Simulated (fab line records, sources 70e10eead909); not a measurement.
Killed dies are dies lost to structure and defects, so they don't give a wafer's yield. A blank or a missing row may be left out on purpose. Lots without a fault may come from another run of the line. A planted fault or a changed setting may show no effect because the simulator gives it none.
fab line records | flow nand_harc
record lots=7 wafers=21 last_day=25
route steps=1159 shown A_CONTACT@894 END@1159
lots that met no fault: from a run of the same line without faults
start_h: hours from the record's first day to the start of the lot's first wafer shown | wait_h: hours since the lot's step before | " the same as in the row above | L1.1+2: a row that stands for several wafers | - no value, or no start given | * or withheld: withheld | < > ~ a bound
route shown NAME@n: a module of which the file shows steps, and the number in the route of the first | usual: mean/standard deviation of fault-free wafers | same: alike in all rows | chamber/n: place in a boat | sites: the reading at each site | _std_site: their standard deviation | _edge_site: outer sites' mean less inner sites' | radius_mm: how far each site lies from the wafer's centre | mask NAME#n: copy n | behind: the tool/chamber that last shaped the wafer | hold: why the lot was held/for how many hours/how that ended | device: the transistor (n, p or np) that didn't switch | end of line: the same wafers' tests at the end of the route | a step without rows: its recipe alone | killed: dies lost to structure and defects at the first sort, not the wafer's yield | map: a wafer's dies, x killed, . not, _ none there
set.NAME: the setting as run; set.NAME@STEP: as run at that earlier step | model.NAME: the simulator's own value behind a step, which no gauge read
lots at some steps of the route; a table a step, a row a wafer
services: from which hour (start_h, from the record's first day; less than 0 if before it) a tool's chamber was out of use, for how many hours, and why
## steps
# step NHARC_A_CONTACT_PEB_67
# recipe peb_temp_c=100 peb_time_s=65
# step NHARC_A_CONTACT_DEVELOP_68
# recipe develop_time_s=35 dev_temp_c=23
# step NHARC_A_CONTACT_CD_MEAS_69
# recipe target_cd_nm=200 landing_energy_ev=500
# usual cd_nm=200.3/0.66
# columns lot.wafer tool chamber start_h wait_h cd_nm
L870.3 cd_sem-03 0 381.59 - 199.4
L870.5 " 0 " " 199.7
L870.6 " 0 " " 199.6
L871.4 cd_sem-01 0 388.28 - 199.3
L871.5 " 0 " " 199.9
L871.6 " 0 " " 199.7
L879.1 cd_sem-01 0 445.42 - 201.5
L879.2 " 0 " " 200.5
L879.3 " 0 " " 200.1
L880.1 cd_sem-01 0 450.93 - 199.9
L880.4 " 0 " " 200.5
L880.6 " 0 " " 200.0
L884.1 cd_sem-03 0 463.01 - 200.7
L884.2 " 0 " " 201.4
L884.6 " 0 " " 200.0
L887.2 cd_sem-03 0 476.71 - 200.2
L887.4 " 0 " " 199.6
L887.6 " 0 " " 200.5
L889.3 cd_sem-02 0 500.87 - 201.6
L889.4 " 0 " " 199.3
L889.6 " 0 " " 200.7
# step NHARC_A_CONTACT_OVL_MEAS_70
# usual overlay_x_nm=0.0/0.82 overlay_y_nm=-0.1/0.8
# columns lot.wafer tool chamber start_h wait_h overlay_x_nm overlay_y_nm
L870.3 overlay-01 - 381.67 - 0.1 0.2
L870.5 " - " " -0.1 0.0
L870.6 " - " " -0.2 -0.4
L871.4 overlay-01 - 388.36 - -0.3 -0.2
L871.5 " - " " -0.4 -0.4
L871.6 " - " " -0.5 0.2
L879.1 overlay-01 - 445.51 - 2.3 -0.7
L879.2 " - " " 1.4 -0.8
L879.3 " - " " 2.9 -0.9
L880.1 overlay-01 - 451.02 - -0.4 -1.4
L880.4 " - " " 0.3 -1.5
L880.6 " - " " -0.3 -1.2
L884.1 overlay-01 - 463.11 - 0.9 -1.7
L884.2 " - " " 1.0 -1.3
L884.6 " - " " 0.8 -1.1
L887.2 overlay-01 - 476.80 - 1.3 -0.1
L887.4 " - " " 0.3 -0.1
L887.6 " - " " 0.9 0.4
L889.3 overlay-02 - 500.96 - 0.7 -0.9
L889.4 " - " " 1.1 -0.5
L889.6 " - " " 1.1 -0.5
# step NHARC_A_CONTACT_INSPECT_71
# usual raw_defect_count=32/15
# columns lot.wafer tool chamber start_h wait_h raw_defect_count
L870.3 defect_inspect-02 - 381.71 0.0 19
L870.5 " - " " 20
L870.6 " - " " 23
L871.4 defect_inspect-02 - 388.40 0.0 5
L871.5 " - " " 9
L871.6 " - " " 8
L879.1 defect_inspect-01 - 445.54 0.0 45
L879.2 " - " " 44
L879.3 " - " " 52
L880.1 defect_inspect-01 - 451.06 0.0 35
L880.4 " - " " 34
L880.6 " - " " 31
L884.1 defect_inspect-01 - 463.15 0.0 40
L884.2 " - " " 46
L884.6 " - " " 43
L887.2 defect_inspect-02 - 476.84 0.0 53
L887.4 " - " " 60
L887.6 " - " " 60
L889.3 defect_inspect-01 - 500.99 0.0 7
L889.4 " - " " 15
L889.6 " - " " 13
# step NHARC_A_CONTACT_DESCUM_74
# recipe time_s=3 o2_flow_sccm=200 ar_flow_sccm=0 bias_power_w=0 chemistry=O2
# step NHARC_A_CONTACT_ETCH_75
# recipe target_depth_a=390 over_etch_frac=0.3 time_s=65 ion_energy_ev=80 cf4_flow_sccm=150 ar_flow_sccm=0 rf_w=300 bias_w=100 chemistry=CF4
# usual bias_w=100.01/0.29 cf4_flow_sccm=150.0/0.46 drypump_motor_current_A=5.7/0.5 oes_product_au=0.994/0.011 rf_vpp_V=151.5/1.2 showerhead_plenum_p_Torr=1.79/0.059 throttle_valve_pct=13.284/0.0096
# columns lot.wafer tool chamber start_h wait_h bias_w cf4_flow_sccm drypump_motor_current_A oes_product_au rf_hours_counter_h rf_vpp_V showerhead_plenum_p_Torr throttle_valve_pct
L870.3 rie_diel-13 3 381.95 0.2 100.03 150.6 5.1 1.011 39 153.3 1.83 13.288
L870.5 " 2 " " 99.84 149.4 6.0 0.981 - 151.1 1.81 13.276
L870.6 " 3 " " 100.20 150.8 5.0 1.019 - 152.6 1.83 13.280
L871.4 rie_diel-06 3 388.55 0.1 99.61 150.0 6.3 1.006 31 151.1 1.70 13.287
L871.6 " 2 " " 100.51 150.2 5.7 1.001 - 154.0 1.86 13.274
L871.5 " 3 " " 99.67 149.8 6.3 1.000 - 150.0 1.70 13.278
L879.2 rie_diel-09 0 445.80 0.1 99.76 149.9 5.7 0.989 3 153.2 1.84 13.270
L879.1 " 1 " " 100.01 149.9 5.8 0.983 3 151.7 1.80 13.291
L879.3 " 2 " " 99.58 150.2 5.7 0.976 3 150.5 1.79 13.294
L880.4 rie_diel-13 3 451.20 0.1 99.91 150.6 5.0 1.016 69 153.2 1.82 13.274
L880.1 " 0 " " 99.44 150.0 6.1 0.990 63 149.5 1.64 13.287
L880.6 " 3 " " 99.73 150.9 5.0 1.004 - 153.5 1.82 13.281
L884.1 rie_diel-13 0 463.29 0.1 100.13 150.1 6.1 0.984 0 152.5 1.91 13.298
L884.2 " 2 " " 99.89 150.2 6.0 0.994 0 151.9 1.80 13.297
L884.6 " 0 " " 100.12 150.0 6.1 0.989 - 153.0 1.91 13.268
L887.2 rie_diel-09 0 476.98 0.1 100.19 150.1 5.7 0.991 16 152.3 1.83 13.300
L887.4 " 3 " " 100.17 150.0 4.8 0.997 16 151.1 1.77 13.265
L887.6 " 1 " " 99.28 150.1 5.8 0.989 - 150.6 1.80 13.287
L889.4 rie_diel-13 2 501.29 0.1 99.93 149.7 6.0 0.986 13 149.8 1.80 13.290
L889.3 " 3 " " 100.21 149.7 5.1 1.003 11 152.2 1.82 13.277
L889.6 " 2 " " 100.31 149.7 6.0 0.986 - 151.8 1.80 13.278
# step NHARC_A_CONTACT_ETCH_76
# recipe target_depth_a=2600 over_etch_frac=0.3 time_s=475.3 ion_energy_ev=200 n2_flow_sccm=150 h2_flow_sccm=150 ar_flow_sccm=0 rf_w=400 bias_w=150 chemistry=N2/H2
# step NHARC_A_CONTACT_ETCH_77
# recipe target_depth_a=726 time_s=36.3 cf4_flow_sccm=100 chf3_flow_sccm=30 ar_flow_sccm=0 rf_w=500 bias_w=200 chemistry=CF4/CHF3
# usual bias_w=200.0/0.63 cf4_flow_sccm=99.99/0.3 drypump_motor_current_A=5.7/0.53 oes_product_au=0.934/0.02 rf_vpp_V=371.2/2 showerhead_plenum_p_Torr=1.59/0.056 throttle_valve_pct=16.802/0.0085
# columns lot.wafer tool chamber start_h wait_h bias_w cf4_flow_sccm drypump_motor_current_A oes_product_au rf_hours_counter_h rf_vpp_V showerhead_plenum_p_Torr throttle_valve_pct
L870.3 rie_diel-13 0 - - 199.5 100.03 6.1 0.922 37 367.0 1.46 16.812
L870.5 " 2 " " 198.9 100.09 6.0 0.919 - 372.2 1.61 16.793
L870.6 " 3 " " 199.8 99.87 5.0 0.947 - 372.5 1.63 16.806
L871.4 rie_diel-06 3 - - 201.5 100.19 6.4 0.930 31 368.0 1.51 16.796
L871.5 " 0 " " 200.3 100.02 4.9 0.941 - 368.2 1.50 16.799
L871.6 " 1 " " 200.6 100.09 6.0 0.933 - 370.1 1.60 16.802
L879.1 rie_diel-09 0 - - 200.0 99.65 5.7 0.937 3 371.6 1.63 16.800
L879.2 " 1 " " 199.6 100.12 5.8 0.938 3 371.6 1.61 16.802
L879.3 " 3 " " 199.9 99.55 4.8 0.933 4 371.1 1.58 16.812
L880.4 rie_diel-13 3 - - 199.3 99.78 5.0 0.930 69 372.9 1.62 16.791
L880.1 " 1 " " 200.7 100.08 6.4 0.910 66 369.5 1.57 16.800
L880.6 " 2 " " 200.5 100.11 5.9 0.913 - 371.2 1.61 16.808
L884.1 rie_diel-13 0 - - 200.5 99.79 6.1 0.969 0 374.5 1.70 16.803
L884.2 " 1 " " 200.2 100.19 6.4 0.964 0 369.8 1.57 16.805
L884.6 " 0 " " 200.5 99.75 6.1 0.968 - 375.2 1.70 16.800
L887.4 rie_diel-09 3 - - 200.9 99.66 4.8 0.972 16 370.4 1.58 16.797
L887.2 " 0 " " 200.4 100.49 5.7 0.971 16 372.0 1.63 16.785
L887.6 " 0 " " 199.4 100.10 5.6 0.970 - 371.5 1.63 16.801
L889.3 rie_diel-13 1 - - 200.3 99.92 6.4 0.921 16 369.5 1.57 16.810
L889.4 " 2 " " 200.8 99.86 6.0 0.924 13 370.1 1.60 16.801
L889.6 " 0 " " 201.8 100.44 6.0 0.929 - 374.7 1.70 16.790
# step NHARC_A_CONTACT_ETCH_78
# recipe target_depth_a=28000 over_etch_frac=0.3 time_s=728 ion_energy_ev=150 o2_flow_sccm=400 cos_flow_sccm=20 ar_flow_sccm=0 rf_w=500 bias_w=300 chemistry=O2/COS
# step NHARC_A_CONTACT_ETCH_124
# recipe source_w=withheld pressure_mtorr=20 bias_v=withheld time_s=140 target_depth_a=7000 ar_flow_sccm=withheld c4f8_flow_sccm=withheld o2_flow_sccm=withheld chemistry=C4F8/O2/Ar
# usual chamber_pressure_mTorr=19.998/0.017 oes_air_line_au=1.000/0.022
# columns lot.wafer tool chamber start_h wait_h chamber_pressure_mTorr oes_air_line_au rf_hours_counter_h
L870.3 har_cap_etch-01 1 383.19 - 19.976 0.992 -
L870.6 " 1 " " 19.993 0.996 -
L870.5 " 0 " " 19.980 1.004 -
L871.4 har_cap_etch-01 0 389.65 - 19.997 0.996 -
L871.5 " 0 " " 20.000 0.991 -
L871.6 " 1 " " 20.023 0.987 -
L879.2 har_cap_etch-02 0 447.02 - 20.008 0.983 23
L879.1 " 1 " " 20.035 1.027 23
L879.3 " 0 " " 19.995 0.969 -
L880.1 har_cap_etch-01 0 452.29 - 19.990 1.005 70
L880.4 " 1 " " 20.024 0.986 -
L880.6 " 1 " " 20.017 1.009 -
L884.1 har_cap_etch-01 1 464.34 - 20.014 0.995 73
L884.2 " 0 " " 19.984 1.017 73
L884.6 " 1 " " 20.008 1.000 -
L887.2 har_cap_etch-03 1 478.03 - 20.016 0.985 101
L887.4 " 1 " " 19.978 0.962 -
L887.6 " 1 " " 19.987 0.995 -
L889.4 har_cap_etch-01 0 502.43 - 20.013 1.016 -
L889.3 " 1 " " 19.985 1.024 -
L889.6 " 0 " " 20.031 0.976 -
# step NHARC_A_CONTACT_ETCH_125
# recipe source_w=withheld pressure_mtorr=20 bias_v=1200 time_s=155 target_depth_a=9560 ar_flow_sccm=withheld c4f8_flow_sccm=withheld o2_flow_sccm=withheld chemistry=C4F8/O2/Ar
# usual chamber_pressure_mTorr=19.999/0.019 oes_air_line_au=1.003/0.022
# columns lot.wafer tool chamber start_h wait_h chamber_pressure_mTorr oes_air_line_au rf_hours_counter_h
L870.3 har_cap_etch-01 1 383.37 0.1 20.028 0.992 -
L870.6 " 1 " " 20.017 1.009 -
L870.5 " 0 " " 20.004 0.977 -
L871.4 har_cap_etch-01 0 389.83 0.1 19.988 0.985 -
L871.5 " 0 " " 20.009 1.007 -
L871.6 " 1 " " 19.993 1.018 -
L879.2 har_cap_etch-02 0 447.23 0.2 19.977 1.016 23
L879.1 " 1 " " 19.996 0.994 23
L879.3 " 0 " " 20.034 0.993 -
L880.1 har_cap_etch-01 0 452.49 0.2 19.997 0.998 70
L880.4 " 1 " " 20.015 1.033 -
L880.6 " 1 " " 19.985 1.044 -
L884.1 har_cap_etch-01 1 464.54 0.2 20.016 0.993 73
L884.2 " 0 " " 19.988 1.016 73
L884.6 " 1 " " 20.012 1.011 -
L887.2 har_cap_etch-03 1 478.23 0.2 19.996 0.955 101
L887.4 " 1 " " 20.020 0.974 -
L887.6 " 1 " " 20.004 0.971 -
L889.4 har_cap_etch-01 0 502.61 0.1 20.020 0.983 -
L889.3 " 1 " " 19.990 1.011 -
L889.6 " 0 " " 20.005 1.002 -
# step NHARC_A_CONTACT_ETCH_126
# recipe source_w=withheld pressure_mtorr=20 bias_v=1200 time_s=155 target_depth_a=9560 ar_flow_sccm=withheld c4f8_flow_sccm=withheld o2_flow_sccm=withheld chemistry=C4F8/O2/Ar
# usual chamber_pressure_mTorr=19.996/0.019 oes_air_line_au=1.003/0.02
# columns lot.wafer tool chamber start_h wait_h chamber_pressure_mTorr oes_air_line_au rf_hours_counter_h
L870.3 har_cap_etch-01 1 383.52 0.1 20.000 1.001 -
L870.6 " 1 " " 19.973 0.998 -
L870.5 " 0 " " 20.000 1.029 -
L871.4 har_cap_etch-01 0 389.97 0.1 20.052 0.992 -
L871.5 " 0 " " 19.995 1.018 -
L871.6 " 1 " " 20.003 0.983 -
L879.2 har_cap_etch-02 0 447.37 0.1 - - -
L879.1 " 1 " " - - -
L879.3 " 0 " " - - -
L880.1 har_cap_etch-01 0 452.63 0.1 - - -
L880.4 " 1 " " - - -
L880.6 " 1 " " - - -
L884.1 har_cap_etch-01 1 464.68 0.1 - - -
L884.2 " 0 " " - - -
L884.6 " 1 " " - - -
L887.2 har_cap_etch-03 1 478.37 0.1 19.996 1.017 101
L887.4 " 1 " " 20.024 1.046 -
L887.6 " 1 " " 19.974 1.028 -
L889.4 har_cap_etch-01 0 502.75 0.1 19.960 0.989 -
L889.3 " 1 " " 20.009 1.013 -
L889.6 " 0 " " 19.974 1.021 -
# step NHARC_A_CONTACT_ETCH_127
# recipe source_w=withheld pressure_mtorr=20 bias_v=1200 time_s=155 target_depth_a=9560 ar_flow_sccm=withheld c4f8_flow_sccm=withheld o2_flow_sccm=withheld chemistry=C4F8/O2/Ar
# usual chamber_pressure_mTorr=20.001/0.018 oes_air_line_au=1.002/0.021
# columns lot.wafer tool chamber start_h wait_h chamber_pressure_mTorr oes_air_line_au rf_hours_counter_h
L870.3 har_cap_etch-01 1 383.66 0.1 19.999 1.005 -
L870.6 " 1 " " 19.984 0.978 -
L870.5 " 0 " " 20.034 1.004 -
L871.4 har_cap_etch-01 0 390.11 0.1 19.992 1.046 -
L871.5 " 0 " " 20.002 1.054 -
L871.6 " 1 " " 20.006 0.986 -
L879.2 har_cap_etch-02 0 447.51 0.1 20.020 0.991 24
L879.1 " 1 " " 20.025 0.997 24
L879.3 " 0 " " 19.997 1.011 -
L880.1 har_cap_etch-01 0 452.77 0.1 20.010 0.992 71
L880.4 " 1 " " 20.083 0.993 -
L880.6 " 1 " " 20.014 1.019 -
L884.1 har_cap_etch-01 1 464.82 0.1 19.994 1.000 73
L884.2 " 0 " " 20.017 0.993 73
L884.6 " 1 " " 19.992 0.972 -
L887.2 har_cap_etch-03 1 478.52 0.1 20.010 1.007 101
L887.4 " 1 " " 19.992 1.001 -
L887.6 " 1 " " 20.010 0.960 -
L889.4 har_cap_etch-01 0 502.89 0.1 20.002 1.008 -
L889.3 " 1 " " 19.991 1.004 -
L889.6 " 0 " " 20.002 1.022 -
# step NHARC_END_SORT_01
# recipe temp_c=25
# usual killed_at_array=28/9.1 killed_at_other=0.6/0.87 killed_at_periphery=3.4/2.7 killed_dies=32/9 killed_open=3.2/1.9 killed_short=2.0/1.3
# same gross_dies=677
# columns lot.wafer tool chamber start_h wait_h killed_at_array killed_at_other killed_at_periphery killed_dies killed_open killed_short
L880.1 prober-02 0 525.51 2.5 676 0 1 677 3 2
L880.4 prober-02 0 527.92 3.4 675 0 2 677 5 2
L880.6 prober-02 0 529.53 4.0 674 1 2 677 6 1
L879.1 prober-02 0 541.07 2.5 672 0 5 677 5 0
L879.2 prober-02 0 541.88 2.8 674 0 3 677 5 2
L879.3 prober-02 0 542.69 3.1 676 0 1 677 3 4
L884.1 prober-02 0 548.97 2.5 675 0 2 677 4 1
L884.2 prober-02 0 549.77 2.8 675 1 1 677 3 3
L884.6 prober-02 0 552.98 4.0 675 1 1 677 2 3
# killed by level:class
L880.1 A_CONTACT:area_etch=650 A_SLIT:chamber_film_flake=11 A_CHANNEL_HOLE_D1:chamber_film_flake=5 A_STAIRCASE:chamber_film_flake=5 P_GATE:geometric_particle:open=1 A_CHANNEL_FILL_D1:geometric_particle:short=1 A_CHANNEL_FILL_D1:geometric_particle:open=1 A_STAIRCASE:geometric_particle:short=1
L880.4 A_CONTACT:area_etch=641 A_SLIT:chamber_film_flake=22 A_CHANNEL_HOLE_D1:chamber_film_flake=3 A_M0:geometric_particle:open=2 P_M0:geometric_particle:open=1 A_ONON_D1:geometric_particle:open=1 A_WL_FILL:geometric_particle:short=1 A_BLC:geometric_particle:open=1
L880.6 A_CONTACT:area_etch=646 A_SLIT:chamber_film_flake=13 A_CHANNEL_HOLE_D1:chamber_film_flake=5 A_CONTACT:geometric_particle:open=4 A_STAIRCASE:chamber_film_flake=2 P_M0:geometric_particle:open=1 A_ONON_D1:geometric_particle:short=1 A_M1:geometric_particle:open=1
L879.1 A_CONTACT:area_etch=632 A_CHANNEL_HOLE_D1:chamber_film_flake=14 A_SLIT:chamber_film_flake=14 A_CONTACT:chamber_film_flake=5 A_STAIRCASE:chamber_film_flake=3 P_GATE:geometric_particle:open=1 P_CONTACT:geometric_particle:open=1 P_M0:geometric_particle:open=1
L879.2 A_CONTACT:area_etch=636 A_SLIT:chamber_film_flake=11 A_CHANNEL_HOLE_D1:chamber_film_flake=9 A_STAIRCASE:chamber_film_flake=4 A_SGD_CUT:chamber_film_flake=4 A_CONTACT:chamber_film_flake=4 A_M0:geometric_particle:open=2 P_ZERO_WELL:chamber_film_flake=2
L879.3 A_CONTACT:area_etch=636 A_SLIT:chamber_film_flake=16 A_CHANNEL_HOLE_D1:chamber_film_flake=12 A_CONTACT:chamber_film_flake=2 A_ONON_D1:geometric_particle:short=1 A_CHANNEL_FILL_D1:geometric_particle:short=1 A_SGD_CUT:geometric_particle:short=1 A_CONTACT:geometric_particle:open=1
L884.1 A_CONTACT:area_etch=639 A_SLIT:chamber_film_flake=15 A_CHANNEL_HOLE_D1:chamber_film_flake=5 A_CONTACT:chamber_film_flake=4 A_M1:chamber_film_flake=4 A_CONTACT:geometric_particle:open=3 A_WL_FILL:chamber_film_flake=2 P_GATE:geometric_particle:open=1
L884.2 A_CONTACT:area_etch=628 A_SLIT:chamber_film_flake=15 A_CHANNEL_HOLE_D1:chamber_film_flake=11 A_CONTACT:chamber_film_flake=9 A_STAIRCASE:chamber_film_flake=4 A_ONON_D1:geometric_particle:open=2 A_M1:chamber_film_flake=2 A_SOURCE_PLATE:geometric_particle:short=1
L884.6 A_CONTACT:area_etch=636 A_CHANNEL_HOLE_D1:chamber_film_flake=12 A_SLIT:chamber_film_flake=11 A_CONTACT:chamber_film_flake=7 A_M1:chamber_film_flake=4 A_WL_FILL:geometric_particle:short=2 A_ONON_D1:geometric_particle:short=1 A_BLC:geometric_particle:open=1
# map L879.1 (x killed, . not)
____________x____________
_________xxxxxxx_________
_______xxxxxxxxxxx_______
______xxxxxxxxxxxxx______
_____xxxxxxxxxxxxxxx_____
____xxxxxxxxxxxxxxxxx____
____xxxxxxxxxxxxxxxxx____
___xxxxxxxxxxxxxxxxxxx___
___xxxxxxxxxxxxxxxxxxx___
__xxxxxxxxxxxxxxxxxxxxx__
__xxxxxxxxxxxxxxxxxxxxx__
_xxxxxxxxxxxxxxxxxxxxxxx_
_xxxxxxxxxxxxxxxxxxxxxxx_
_xxxxxxxxxxxxxxxxxxxxxxx_
_xxxxxxxxxxxxxxxxxxxxxxx_
_xxxxxxxxxxxxxxxxxxxxxxx_
xxxxxxxxxxxxxxxxxxxxxxxxx
xxxxxxxxxxxxxxxxxxxxxxxxx
xxxxxxxxxxxxxxxxxxxxxxxxx
xxxxxxxxxxxxxxxxxxxxxxxxx
xxxxxxxxxxxxxxxxxxxxxxxxx
_xxxxxxxxxxxxxxxxxxxxxxx_
_xxxxxxxxxxxxxxxxxxxxxxx_
_xxxxxxxxxxxxxxxxxxxxxxx_
_xxxxxxxxxxxxxxxxxxxxxxx_
_xxxxxxxxxxxxxxxxxxxxxxx_
__xxxxxxxxxxxxxxxxxxxxx__
__xxxxxxxxxxxxxxxxxxxxx__
___xxxxxxxxxxxxxxxxxxx___
___xxxxxxxxxxxxxxxxxxx___
____xxxxxxxxxxxxxxxxx____
____xxxxxxxxxxxxxxxxx____
_____xxxxxxxxxxxxxxx_____
______xxxxxxxxxxxxx______
_______xxxxxxxxxxx_______
_________xxxxxxx_________
____________x____________
# map L880.1 (x killed, . not)
____________x____________
_________xxxxxxx_________
_______xxxxxxxxxxx_______
______xxxxxxxxxxxxx______
_____xxxxxxxxxxxxxxx_____
____xxxxxxxxxxxxxxxxx____
____xxxxxxxxxxxxxxxxx____
___xxxxxxxxxxxxxxxxxxx___
___xxxxxxxxxxxxxxxxxxx___
__xxxxxxxxxxxxxxxxxxxxx__
__xxxxxxxxxxxxxxxxxxxxx__
_xxxxxxxxxxxxxxxxxxxxxxx_
_xxxxxxxxxxxxxxxxxxxxxxx_
_xxxxxxxxxxxxxxxxxxxxxxx_
_xxxxxxxxxxxxxxxxxxxxxxx_
_xxxxxxxxxxxxxxxxxxxxxxx_
xxxxxxxxxxxxxxxxxxxxxxxxx
xxxxxxxxxxxxxxxxxxxxxxxxx
xxxxxxxxxxxxxxxxxxxxxxxxx
xxxxxxxxxxxxxxxxxxxxxxxxx
xxxxxxxxxxxxxxxxxxxxxxxxx
_xxxxxxxxxxxxxxxxxxxxxxx_
_xxxxxxxxxxxxxxxxxxxxxxx_
_xxxxxxxxxxxxxxxxxxxxxxx_
_xxxxxxxxxxxxxxxxxxxxxxx_
_xxxxxxxxxxxxxxxxxxxxxxx_
__xxxxxxxxxxxxxxxxxxxxx__
__xxxxxxxxxxxxxxxxxxxxx__
___xxxxxxxxxxxxxxxxxxx___
___xxxxxxxxxxxxxxxxxxx___
____xxxxxxxxxxxxxxxxx____
____xxxxxxxxxxxxxxxxx____
_____xxxxxxxxxxxxxxx_____
______xxxxxxxxxxxxx______
_______xxxxxxxxxxx_______
_________xxxxxxx_________
____________x____________
## services
# columns tool chamber start_h hours kind
rie_diel-13 0 359.14 - clean
rie_diel-13 1 359.14 - clean
rie_diel-13 2 359.14 - clean
rie_diel-13 3 359.14 - clean
rie_diel-09 2 366.19 2.7 repair
rie_diel-13 0 383.64 - clean
rie_diel-13 1 383.64 - clean
rie_diel-13 2 383.64 - clean
rie_diel-13 3 383.64 - clean
rie_diel-13 0 408.18 - clean
rie_diel-13 1 408.18 - clean
rie_diel-13 2 408.18 - clean
rie_diel-13 3 408.18 - clean
rie_diel-06 - 418.23 9.0 pm
rie_diel-09 - 431.95 9.0 pm
rie_diel-06 0 432.23 13.8 repair
rie_diel-13 0 432.86 - clean
rie_diel-13 1 432.86 - clean
rie_diel-13 2 432.86 - clean
rie_diel-13 3 432.86 - clean
har_cap_etch-01 - 437.29 0.6 repair
rie_diel-13 0 441.82 5.4 repair
rie_diel-13 - 453.17 9.0 pm
har_cap_etch-01 - 488.54 0.7 repair
## key
first_sign step=NHARC_A_CONTACT_ETCH_126 reading=tool_record direction=missing
effect step=NHARC_END_SORT_01 reading=killed_dies direction=up sigmas=72 usual=32 struck=677
more_kills_born_at NHARC_A_CONTACT_ETCH_126@har_cap_etch-01=3840 NHARC_A_CONTACT_ETCH_126@har_cap_etch-02=1904
met_at NHARC_A_CONTACT_ETCH_126
struck_wafers L879.1,L879.2,L879.3,L880.1,L880.4,L880.6,L884.1,L884.2,L884.6
later_rows_left_out L879.1,L879.2,L879.3,L880.1,L880.4,L880.6,L884.1,L884.2,L884.6
tester_left_out L879,L880,L884
onset_between 389.97 447.37
fault kind=skipped_step_whole tool=har_cap_etch-01,har_cap_etch-02 chamber=- onset_h=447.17 steps=NHARC_A_CONTACT_ETCH_126 scope=struck_lots_only
# tester_left_out: of these lots the tester's yield and bins aren't shown, on N5 and GAA mostly nor the transistor test; their killed dies are dies lost to structure and defects alone, not to doping, threshold or leakage, so they don't give the yield
# later_rows_left_out: the simulator's readings of these wafers behind a module that went badly wrong aren't trusted and aren't shown, but for the sort
